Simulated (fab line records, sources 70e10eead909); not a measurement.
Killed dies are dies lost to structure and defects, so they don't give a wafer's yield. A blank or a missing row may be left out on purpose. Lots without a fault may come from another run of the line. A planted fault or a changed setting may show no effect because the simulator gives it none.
fab line records | flow nand_harc
record lots=12 wafers=36 last_day=33
route steps=1302 shown A_CONTACT@1089 A_BLC@1114 END@1302
lots that met no fault: from a run of the same line without faults
start_h: hours from the record's first day to the start of the lot's first wafer shown | wait_h: hours since the lot's step before | " the same as in the row above | L1.1+2: a row that stands for several wafers | - no value, or no start given | * or withheld: withheld | < > ~ a bound
route shown NAME@n: a module of which the file shows steps, and the number in the route of the first | usual: mean/standard deviation of fault-free wafers | same: alike in all rows | chamber/n: place in a boat | sites: the reading at each site | _std_site: their standard deviation | _edge_site: outer sites' mean less inner sites' | radius_mm: how far each site lies from the wafer's centre | mask NAME#n: copy n | behind: the tool/chamber that last shaped the wafer | hold: why the lot was held/for how many hours/how that ended | device: the transistor (n, p or np) that didn't switch | end of line: the same wafers' tests at the end of the route | a step without rows: its recipe alone | killed: dies lost to structure and defects at the first sort, not the wafer's yield | map: a wafer's dies, x killed, . not, _ none there
set.NAME: the setting as run; set.NAME@STEP: as run at that earlier step | model.NAME: the simulator's own value behind a step, which no gauge read
steps of the route over a sample of lots; a table a step, a row a wafer
services: from which hour (start_h, from the record's first day; less than 0 if before it) a tool's chamber was out of use, for how many hours, and why
## steps
# step NHARC_A_CONTACT_ETCH_137
# recipe source_w=withheld pressure_mtorr=20 bias_v=1200 time_s=311 target_depth_a=19120 ar_flow_sccm=withheld c4f8_flow_sccm=withheld o2_flow_sccm=withheld chemistry=C4F8/O2/Ar
# columns lot.wafer tool chamber start_h wait_h rf_hours_counter_h
L838.3 har_cap_etch-03 0 506.30 0.2 -
L838.4 " 1 " " -
L838.5 " 0 " " -
L840.2 har_cap_etch-02 1 527.50 0.2 88
L840.6 " 0 " " -
L840.5 " 1 " " -
L839.2 har_cap_etch-01 0 527.60 0.2 2
L839.1 " 1 " " 2
L839.5 " 1 " " -
L841.1 har_cap_etch-01 0 543.03 0.2 4
L841.4 " 0 " " -
L841.5 " 1 " " -
L843.4 har_cap_etch-01 1 578.33 0.2 -
L843.5 " 0 " " -
L843.6 " 1 " " -
L845.1 har_cap_etch-03 1 594.21 0.2 60
L845.4 " 1 " " -
L845.5 " 0 " " -
L847.1 har_cap_etch-02 0 615.11 0.2 105
L847.3 " 1 " " -
L847.6 " 1 " " -
L849.2 har_cap_etch-03 0 622.36 0.2 67
L849.3 " 1 " " -
L849.6 " 1 " " -
L852.4 har_cap_etch-01 1 656.10 0.2 -
L852.5 " 1 " " -
L852.6 " 0 " " -
L857.1 har_cap_etch-03 0 709.78 0.2 81
L857.4 " 0 " " -
L857.5 " 1 " " -
L858.3 har_cap_etch-02 0 710.63 0.2 -
L858.6 " 1 " " -
L858.5 " 0 " " -
L861.1 har_cap_etch-02 0 744.43 0.2 127
L861.2 " 1 " " 127
L861.6 " 1 " " -
# step NHARC_A_CONTACT_ETCH_138
# recipe source_w=withheld pressure_mtorr=20 bias_v=1200 time_s=311 target_depth_a=19140 ar_flow_sccm=withheld c4f8_flow_sccm=withheld o2_flow_sccm=withheld chemistry=C4F8/O2/Ar
# columns lot.wafer tool chamber start_h wait_h rf_hours_counter_h
L838.3 har_cap_etch-03 0 506.57 0.2 -
L838.4 " 1 " " -
L838.5 " 0 " " -
L840.2 har_cap_etch-02 1 527.77 0.2 88
L840.6 " 0 " " -
L840.5 " 1 " " -
L839.2 har_cap_etch-01 0 527.87 0.2 3
L839.1 " 1 " " 3
L839.5 " 1 " " -
L841.1 har_cap_etch-01 0 543.30 0.2 4
L841.4 " 0 " " -
L841.5 " 1 " " -
L843.4 har_cap_etch-01 1 578.60 0.2 -
L843.5 " 0 " " -
L843.6 " 1 " " -
L845.1 har_cap_etch-03 1 594.48 0.2 60
L845.4 " 1 " " -
L845.5 " 0 " " -
L847.1 har_cap_etch-02 0 615.38 0.2 105
L847.3 " 1 " " -
L847.6 " 1 " " -
L849.2 har_cap_etch-03 0 622.63 0.2 68
L849.3 " 1 " " -
L849.6 " 1 " " -
L852.4 har_cap_etch-01 1 656.37 0.2 -
L852.5 " 1 " " -
L852.6 " 0 " " -
L857.1 har_cap_etch-03 0 710.05 0.2 81
L857.4 " 0 " " -
L857.5 " 1 " " -
L858.3 har_cap_etch-02 0 710.90 0.2 -
L858.6 " 1 " " -
L858.5 " 0 " " -
L861.1 har_cap_etch-02 0 744.70 0.2 127
L861.2 " 1 " " 127
L861.6 " 1 " " -
# step NHARC_A_BLC_EXPOSE_07
# recipe na=1.35 target_cd_nm=100 dose_mj=67.97 mask_id=A_BLC
# columns lot.wafer tool chamber start_h wait_h mask
L838.3+4+5 arfi_scanner-01 0 510.23 - A_BLC#0
L840.2+5+6 arfi_scanner-02 0 531.57 - A_BLC#0
L839.1+2+5 arfi_scanner-01 0 531.75 - A_BLC#0
L841.1+4+5 arfi_scanner-03 0 547.14 - A_BLC#0
L843.4+5+6 arfi_scanner-02 0 582.21 - A_BLC#0
L845.1+4+5 arfi_scanner-02 0 598.25 - A_BLC#0
L847.1+3+6 arfi_scanner-01 0 619.21 - A_BLC#0
L849.2+3+6 arfi_scanner-03 0 626.45 - A_BLC#0
L852.4+5+6 arfi_scanner-01 0 660.20 - A_BLC#0
L857.1+4+5 arfi_scanner-02 0 713.87 - A_BLC#0
L858.3+5+6 arfi_scanner-01 0 714.63 - A_BLC#0
L861.1+2+6 arfi_scanner-02 0 748.61 - A_BLC#0
# step NHARC_A_BLC_CD_MEAS_10
# recipe target_cd_nm=100 landing_energy_ev=500
# usual cd_nm=100.1/0.58
# columns lot.wafer tool chamber start_h wait_h cd_nm
L838.3 cd_sem-01 0 510.36 - 99.8
L838.4 " 0 " " 100.6
L838.5 " 0 " " 100.1
L840.2 cd_sem-03 0 531.71 - 99.1
L840.5 " 0 " " 100.0
L840.6 " 0 " " 99.7
L839.1 cd_sem-02 0 531.89 - 101.3
L839.2 " 0 " " 100.7
L839.5 " 0 " " 100.8
L841.1 cd_sem-02 0 547.28 - 99.8
L841.4 " 0 " " 100.2
L841.5 " 0 " " 100.2
L843.4 cd_sem-02 0 582.34 - 100.5
L843.5 " 0 " " 100.4
L843.6 " 0 " " 100.5
L845.1 cd_sem-01 0 598.38 - 98.6
L845.4 " 0 " " 97.2
L845.5 " 0 " " 95.3
L847.1 cd_sem-01 0 619.35 - 99.5
L847.3 " 0 " " 99.1
L847.6 " 0 " " 99.2
L849.2 cd_sem-01 0 626.59 - 100.6
L849.3 " 0 " " 100.8
L849.6 " 0 " " 100.4
L852.4 cd_sem-02 0 660.34 - 100.3
L852.5 " 0 " " 100.7
L852.6 " 0 " " 100.2
L857.1 cd_sem-03 0 714.01 - 99.5
L857.4 " 0 " " 100.7
L857.5 " 0 " " 100.8
L858.3 cd_sem-01 0 714.77 - 100.4
L858.5 " 0 " " 101.0
L858.6 " 0 " " 101.6
L861.1 cd_sem-01 0 748.75 - 99.7
L861.2 " 0 " " 100.0
L861.6 " 0 " " 99.7
# step NHARC_A_BLC_ETCH_16
# recipe target_depth_a=390 over_etch_frac=0.3 time_s=65 ion_energy_ev=80 cf4_flow_sccm=150 ar_flow_sccm=0 rf_w=300 bias_w=100 chemistry=CF4
# usual drypump_motor_current_A=5.63/0.3 oes_product_au=1.003/0.0092 rf_vpp_V=151.1/1 showerhead_plenum_p_Torr=1.75/0.055 throttle_valve_pct=13.283/0.0089
# columns lot.wafer tool chamber start_h wait_h drypump_motor_current_A oes_product_au rf_hours_counter_h rf_vpp_V showerhead_plenum_p_Torr throttle_valve_pct
L838.4 rie_diel-09 2 510.63 0.1 6.03 0.996 0 151.8 1.77 13.279
L838.3 " 3 " " 5.89 0.996 0 152.7 1.82 13.274
L838.5 " 3 " " 5.87 1.001 - 151.9 1.82 13.292
L840.2 rie_diel-09 1 532.00 0.1 5.54 1.014 2 150.0 1.65 13.289
L840.6 " 3 " " 5.88 1.000 - 152.3 1.82 13.303
L840.5 " 2 " " 6.01 0.991 - 151.4 1.77 13.296
L839.1 rie_diel-10 1 532.17 0.1 5.10 1.013 8 149.5 1.69 13.290
L839.2 " 2 " " 5.55 0.997 8 150.6 1.74 13.273
L839.5 " 0 " " 5.27 1.001 - 151.0 1.81 13.281
L841.1 rie_diel-09 2 547.57 0.1 6.04 0.993 3 152.0 1.77 13.283
L841.4 " 0 " " 5.43 1.008 2 152.0 1.80 13.287
L841.5 " 2 " " 6.03 0.999 - 152.3 1.77 13.284
L843.4 rie_diel-10 3 582.61 0.1 5.72 1.009 14 151.3 1.71 13.270
L843.6 " 3 " " 5.69 1.001 - 151.0 1.71 13.286
L843.5 " 0 " " 5.28 1.006 - 152.7 1.81 13.287
L845.4 rie_diel-09 2 598.66 0.1 6.03 0.993 6 153.1 1.77 13.293
L845.1 " 0 " " 5.44 1.005 5 151.4 1.80 13.273
L845.5 " 2 " " 6.02 0.994 - 151.7 1.77 13.290
L847.3 rie_diel-10 3 619.63 0.1 5.74 1.000 1 151.0 1.71 13.279
L847.1 " 0 " " 5.29 0.994 1 152.5 1.81 13.289
L847.6 " 2 " " 5.55 1.014 - 150.7 1.74 13.281
L849.2 rie_diel-10 2 626.86 0.1 5.55 1.013 2 150.6 1.74 13.301
L849.3 " 0 " " 5.26 0.997 2 152.6 1.81 13.272
L849.6 " 3 " " 5.76 1.003 - 151.1 1.71 13.278
L852.4 rie_diel-01 0 660.61 0.1 5.70 1.032 34 150.0 1.69 13.279
L852.5 " 2 " " 5.69 1.014 - 153.0 1.75 13.283
L852.6 " 3 " " 6.32 1.011 - 150.1 1.75 13.287
L857.1 rie_diel-09 0 714.34 0.1 5.39 0.991 2 152.7 1.80 13.290
L857.4 " 2 " " 6.01 1.010 - 152.0 1.77 13.287
L857.5 " 3 " " 5.86 1.004 - 152.4 1.82 13.289
L858.3 rie_diel-10 0 715.04 0.1 5.27 1.012 8 150.4 1.80 13.277
L858.6 " 0 " " 5.29 1.016 - 152.3 1.81 13.264
L858.5 " 1 " " 5.07 1.001 - 150.2 1.69 13.300
L861.2 rie_diel-10 0 749.03 0.1 5.29 1.012 11 151.7 1.80 13.285
L861.1 " 2 " " 5.53 1.012 16 149.8 1.73 13.292
L861.6 " 0 " " 5.30 1.008 - 151.5 1.80 13.289
# step NHARC_END_SORT_01
# recipe temp_c=25
# usual killed_at_array=57/20 killed_at_other=1.0/1.5 killed_at_periphery=3.5/2.5 killed_dies=62/21 killed_open=3.5/1.9 killed_short=2.4/1.6
# same gross_dies=677
# columns lot.wafer tool chamber start_h wait_h killed_at_array killed_at_other killed_at_periphery killed_dies killed_open killed_short
L847.1 prober-02 0 662.46 2.5 82 3 4 89 2 4
L847.3 prober-02 0 664.06 3.1 92 5 0 97 1 3
L847.6 prober-02 0 666.46 4.0 75 6 3 84 1 1
# killed by level:class
L847.1 A_SLIT:chamber_film_flake=30 A_CHANNEL_HOLE_D1:chamber_film_flake=28 A_CHANNEL_HOLE_D2:chamber_film_flake=9 A_STAIRCASE:chamber_film_flake=5 A_CONTACT:chamber_film_flake=4 THIN_TSV:chamber_film_flake=3 A_M0:geometric_particle:short=2 A_DECK1_JOINT:chamber_film_flake=2
L847.3 A_CHANNEL_HOLE_D1:chamber_film_flake=36 A_SLIT:chamber_film_flake=34 A_CHANNEL_HOLE_D2:chamber_film_flake=15 THIN_TSV:chamber_film_flake=4 A_CONTACT:chamber_film_flake=3 A_DECK1_JOINT:geometric_particle:short=1 A_CHANNEL_FILL_D2:geometric_particle:short=1 A_CHANNEL_FILL_D2:geometric_particle:open=1
L847.6 A_CHANNEL_HOLE_D1:chamber_film_flake=31 A_SLIT:chamber_film_flake=26 A_CHANNEL_HOLE_D2:chamber_film_flake=10 THIN_TSV:chamber_film_flake=6 P_ZERO_WELL:chamber_film_flake=3 A_STAIRCASE:chamber_film_flake=3 A_CONTACT:chamber_film_flake=2 A_WL_FILL:geometric_particle:short=1
## services
# columns tool chamber start_h hours kind
arfi_scanner-02 - 484.00 4.0 pm
rie_diel-09 1 486.79 13.0 repair
rie_diel-09 - 497.10 9.0 pm
har_cap_etch-01 - 497.63 17.0 pm
rie_diel-10 0 500.10 6.0 repair
rie_diel-09 0 531.50 7.6 repair
rie_diel-10 0 559.83 3.5 repair
rie_diel-09 0 563.49 4.2 repair
har_cap_etch-03 - 566.91 0.3 repair
rie_diel-09 1 570.60 3.9 repair
arfi_scanner-02 - 574.86 1.6 repair
arfi_scanner-01 - 587.57 0.9 repair
arfi_scanner-01 - 596.00 4.0 pm
rie_diel-10 - 596.51 9.0 pm
rie_diel-10 0 628.43 32.5 repair
rie_diel-10 3 631.27 2.1 repair
arfi_scanner-01 - 633.96 1.1 repair
rie_diel-10 3 643.46 6.5 repair
rie_diel-10 1 646.94 5.9 repair
arfi_scanner-02 - 656.00 4.0 pm
arfi_scanner-02 - 660.76 1.0 repair
har_cap_etch-03 - 665.38 0.3 repair
rie_diel-10 1 687.78 1.2 repair
har_cap_etch-03 - 712.64 2.1 repair
## key
first_sign step=NHARC_A_BLC_CD_MEAS_10 reading=cd_nm direction=down sigmas=5.1 usual=100.1 struck=97.1 through=control_loop
effect none on later readings
met_at NHARC_A_BLC_EXPOSE_07
struck_lots L845
tester_left_out L845
loop_trim step=NHARC_A_BLC_EXPOSE_07 setting=dose lots=L845
not_acting_at NHARC_A_CONTACT_ETCH_137,NHARC_A_CONTACT_ETCH_138,NHARC_A_BLC_ETCH_16
onset_between 582.21 598.25
fault kind=process_parameter_drift tool=arfi_scanner-02 chamber=- onset_h=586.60 steps=NHARC_A_BLC_EXPOSE_07 channel=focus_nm offset=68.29 spread_by_wafer=0.3 shape=step end_h=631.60
# tester_left_out: of these lots the tester's yield and bins aren't shown, on N5 and GAA mostly nor the transistor test; their killed dies are dies lost to structure and defects alone, not to doping, threshold or leakage, so they don't give the yield
# loop_trim: a control loop set the setting to another value than it would have without faults
